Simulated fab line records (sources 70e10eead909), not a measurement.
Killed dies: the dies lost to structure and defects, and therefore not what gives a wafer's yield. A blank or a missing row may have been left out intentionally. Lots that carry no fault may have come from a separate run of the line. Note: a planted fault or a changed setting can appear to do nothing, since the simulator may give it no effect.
Chamber matching -- flow nand harc -- 4 sister chambers for NHARC_A_M0_ETCH_34 on rie diel-05
The step etches the open film in N2/H2, target depth 40 nm, overetch 12 nm, time 43.94 s. 16 wafers are shown with their chamber, then 8 later ones without.

WAFERS PAIRED WITH THEIR CHAMBERS
wafer,chamber,rf vpp V (V),run length s (s),oes product au (a.u.)
L329.1,3,428.1,64.5,0.996
L329.3,0,431.3,65.2,0.990
L329.4,1,430.0,64.9,0.997
L330.2,2,433.1,64.2,0.982
L330.3,0,430.7,65.1,0.983
L330.4,3,424.1,64.6,0.979
L337.1,1,429.9,65.2,0.987
L337.4,2,432.4,64.9,1.021
L337.5,1,430.6,65.3,0.980
L335.3,0,430.0,65.1,1.004
L335.4,3,425.3,64.5,1.006
L335.5,1,430.1,65.4,0.988
L341.2,1,430.1,65.0,0.976
L341.3,2,431.9,64.3,1.010
L341.6,2,432.6,64.3,1.007
L343.3,0,428.7,65.2,0.998

SIGNATURES (means of the wafers above)
reading,chamber 0,chamber 1,chamber 2,chamber 3,scatter within a chamber
rf vpp V,430.175,430.140,432.500,425.833,1.05
run length s,65.150,65.160,64.425,64.533,0.203
oes product au,0.99375,0.98560,1.00500,0.99367,0.0119
Rule: for a wafer and a chamber, the distance is found by dividing, reading by reading, the gap between the wafer's reading and the chamber's mean by the reading's scatter, squaring, summing and taking the root. The wafer belongs to the nearest chamber; if the next one is less than 2 further off, it can't be placed. The scatter: take each reading less its chamber's mean, square it, sum over the shown wafers, divide by the number of wafers less the number of chambers, and take the root.

WAFERS WITHOUT THEIR CHAMBER
wafer,rf vpp V (V),run length s (s),oes product au (a.u.)
L343.5,432.2,64.4,1.011
L343.6,426.4,64.6,0.997
L342.3,430.4,65.4,0.991
L342.4,432.9,64.4,1.007
L342.6,426.8,64.4,0.999
L351.2,426.6,64.6,1.013
L351.3,427.6,65.8,0.965
L351.4,432.3,64.2,1.008

THE CHAMBER EACH PASSED THROUGH
wafer,from the rows above,in truth
L343.5,2,2
L343.6,3,3
L342.3,can't be placed: 0 or 1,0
L342.4,2,2
L342.6,3,3
L351.2,3,3
L351.3,can't be placed: 1 or 0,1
L351.4,2,2
Correct placement for 6 of the 8. Unplaceable from these rows: 2, with the true chamber sitting among the candidates in 2. Placed wrongly: 0.
